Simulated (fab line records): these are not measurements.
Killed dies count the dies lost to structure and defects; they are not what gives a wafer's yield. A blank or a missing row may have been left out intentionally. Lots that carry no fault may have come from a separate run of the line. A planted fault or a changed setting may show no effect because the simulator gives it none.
A lot that was struck, set against a sound lot / flow n5-finfet / 42 out of 1938 route steps
Sound: wafers L536.1, L536.2, L536.6. Struck: wafer L546.4 (L546.2, L546.5, from the same lot, were not struck and are left out); the cause is given at the end.
Order at every step that has rows: each side's tool, ch and its chambers, its first start. Under that, the readings that differ: sound wafers / struck wafers / difference of the means / sigmas: that difference in standard deviations of wafers without a fault.
alike: a reading whose means differ by less than 2 such deviations, as well as words and numbers matching on both sides. not compared: withheld readings; readings where some wafer has no value; bounds like >300 that might hide an equal value; numbers whose values overlap and for which the record gives no deviation.
The two part at a step that has a row with sigmas, a row that says differs or no value, or rows on one side only. Numbers that don't overlap but have no deviation are shown without sigmas and don't part them. A reading that every wafer of one side lacks parts them only if that side has two wafers or more.

first, 1 step without rows for these wafers: N5_BEOL_M3_STRIP_36 (strips in N2/H2).
N5_BEOL_M3_TRENCH_ETCH_37: etches SiOC in C4F6/O2, target depth 55.555 nm, time 29.2 s.
  sound on rie-diel-05 ch 0,1,2; struck on rie-diel-04 ch 2
  alike: bias-w, drypump-motor-current-A, oes-product-au, rf-vpp-V, showerhead-plenum-p-Torr, throttle-valve-pct
  not compared: rf-hours-counter-h
then, 2 steps without rows for these wafers: N5_BEOL_M3_ETCH_41 (etches SiCN in CH3F/O2, target depth 29.9 nm, time 52.5 s); N5_BEOL_M3_STRIP_97 (strips in N2/H2, time 10 s).
N5_BEOL_M3_OCD_MEAS_38:
  sound: ocd-02 at day 7 05:25; struck: ocd-02 at day 9 18:52
  alike: trench-depth-nm
then, 4 steps without rows for these wafers: N5_BEOL_M3_HM_STRIP_39 (strips TiN in peroxide tin strip, target depth 25 nm, time 158 s); N5_BEOL_M3_SRD_40 (time 30 s); N5_BEOL_M3_PRECLEAN_42 (cleans in residue remover, time 60 s); N5_BEOL_M3_SRD_43 (time 30 s).
N5_BEOL_M3_CD_MEAS_35: target cd 18 nm, target cd y 21 nm.
  sound: cd-sem-03 at day 7 05:34; struck: cd-sem-03 at day 9 19:01
  alike: cd-nm
N5_BEOL_M3_DEGAS_44: time 60 s.
  sound: pvd-sputter-02 at day 7 05:46; struck: pvd-sputter-01 at day 9 19:04
  alike: heater-power-w
N5_BEOL_M3_PRE_CLEAN_45: time 30 s.
  sound: pvd-sputter-02 at day 7 05:48; struck: pvd-sputter-01 at day 9 19:06
  alike: heater-power-w
N5_BEOL_M3_ALD_84: deposits TaN, pulse time 2 s, purge time 3 s, co reactant purge time 2 s.
  sound on ald-metal-01 ch 1,2,3, day 7 05:56; struck on ald-metal-01 ch 1, day 9 19:10
  alike: heater-power-outer-w, heater-power-w, precursor-vessel-carrier-sccm
then, 4 steps without rows for these wafers: N5_BEOL_M3_SURFACE_TREAT_85; N5_BEOL_M3_CVD_47 (deposits Co from CCTBA/H2, target thk 3 nm, time 223.8 s); N5_BEOL_M3_SPUTTER_48 (material Cu, target thk 4.5 nm, time 8.29 s); N5_BEOL_M3_ANNEAL_49 (time 240 s).
N5_BEOL_M3_SPUTTER_79: material Cu, target thk 4.5 nm, time 8.29 s.
  sound: pvd-sputter-02 at day 7 06:47; struck: pvd-sputter-03 at day 9 19:54
reading=chamber-pressure-pa (Pa); sound=0.06974 0.06967 0.06981; struck=0.07007; difference=+0.00033; sigmas=+2
  alike: throttle-valve-pct
then, 16 steps without rows for these wafers: N5_BEOL_M3_ANNEAL_80 (time 240 s); N5_BEOL_M3_SPUTTER_81 (material Cu, target thk 4.5 nm, time 8.29 s); N5_BEOL_M3_ANNEAL_82 (time 240 s); N5_BEOL_M3_SPUTTER_86 (material Cu, target thk 4.5 nm, time 8.29 s); N5_BEOL_M3_ANNEAL_87 (time 240 s); N5_BEOL_M3_SPUTTER_88 (material Cu, target thk 4.5 nm, time 8.29 s); N5_BEOL_M3_ANNEAL_89 (time 240 s); N5_BEOL_M3_SPUTTER_90 (material Cu, target thk 4.5 nm, time 8.29 s); N5_BEOL_M3_ANNEAL_91 (time 240 s); N5_BEOL_M3_SPUTTER_92 (material Cu, target thk 4.5 nm, time 8.29 s); N5_BEOL_M3_ANNEAL_93 (time 240 s); N5_BEOL_M3_SPUTTER_94 (material Cu, target thk 4.5 nm, time 8.29 s); N5_BEOL_M3_ANNEAL_95 (time 240 s); N5_BEOL_M3_SPUTTER_96 (material Cu, target thk 4.5 nm, time 8.29 s); N5_BEOL_M3_ECD_50 (material Cu, target thk 300 nm); N5_BEOL_M3_ANNEAL_51 (time 90 s).
N5_BEOL_M3_CMP_52: polishes, stops on SiOC, t overpolish 6.8 s, target thk 40 nm.
  sound on cmp-04 ch 0,2, day 7 08:49; struck on cmp-04 ch 3, day 9 22:08
  alike: barrier-field-endpoint-s, clearing-platen-down-force-psi, motor-current-A, overpolish-run-s, time-to-endpoint-s
N5_BEOL_M3_THK_MEAS_53: measures by xrf.
  sound: film-metro-02 at day 7 09:07; struck: film-metro-02 at day 9 22:23
  alike: M3_THK
then, 4 steps without rows for these wafers: N5_BEOL_M3_PRE_CLEAN_60 (time 15 s); N5_BEOL_M3_CO_CAP_55 (material Co, precursor CCTBA/H2, target thk 2 nm, time 102.1 s); N5_BEOL_M3_PRE_CLEAN_56 (time 15 s); N5_BEOL_M3_DEP_57 (deposits SiCN from 3MS/NH3, target thk 8 nm, time 14 s).
N5_BEOL_M3_RS_MEAS_58: the measuring method here is four-point-probe.
  sound: film-metro-01 at day 7 09:22; struck: film-metro-02 at day 9 22:39
  alike: M3_RS
-- record jumps: 5 days separate the struck wafers' starts on either side; left off in module BEOL_M3, taken up again in module PASSIVATION, whose first shown step is the route's number 1936 --
N5_PASSIVATION_PROBE_49:
  sound: prober-02 at day 12 00:28; struck: prober-02 at day 14 18:06
reading=defect-limited-yield (%); sound=90.4 91.7 90.7; struck=84.2; difference=-6.7; sigmas=-5
reading=killed_at_M0_to_M3; sound=35 29 42; struck=130; difference=+95; sigmas=+11
reading=killed-dies; sound=113 98 110; struck=186; difference=+79; sigmas=+5
reading=sort_bin_5_function (%); sound=5.3 4.5 4.4; struck=11.0; difference=+6.3; sigmas=+7
reading=sort-n-pass; sound=1066 1082 1070; struck=994; difference=-79; sigmas=-5
reading=sort-yield-pct (%); sound=90.3 91.7 90.7; struck=84.2; difference=-6.7; sigmas=-5
  alike: killed_at_M4_up, killed-at-contacts, killed-at-front-end, killed-at-other, killed-open, killed-short, sort_bin_4_leakage, sort_bin_6_memory, sort_bin_8_speed

WHERE THEY PART
Last at N5_PASSIVATION_PROBE_49 as far as this record goes, first at N5_BEOL_M3_SPUTTER_79.

WHY: what had been put in by the simulator
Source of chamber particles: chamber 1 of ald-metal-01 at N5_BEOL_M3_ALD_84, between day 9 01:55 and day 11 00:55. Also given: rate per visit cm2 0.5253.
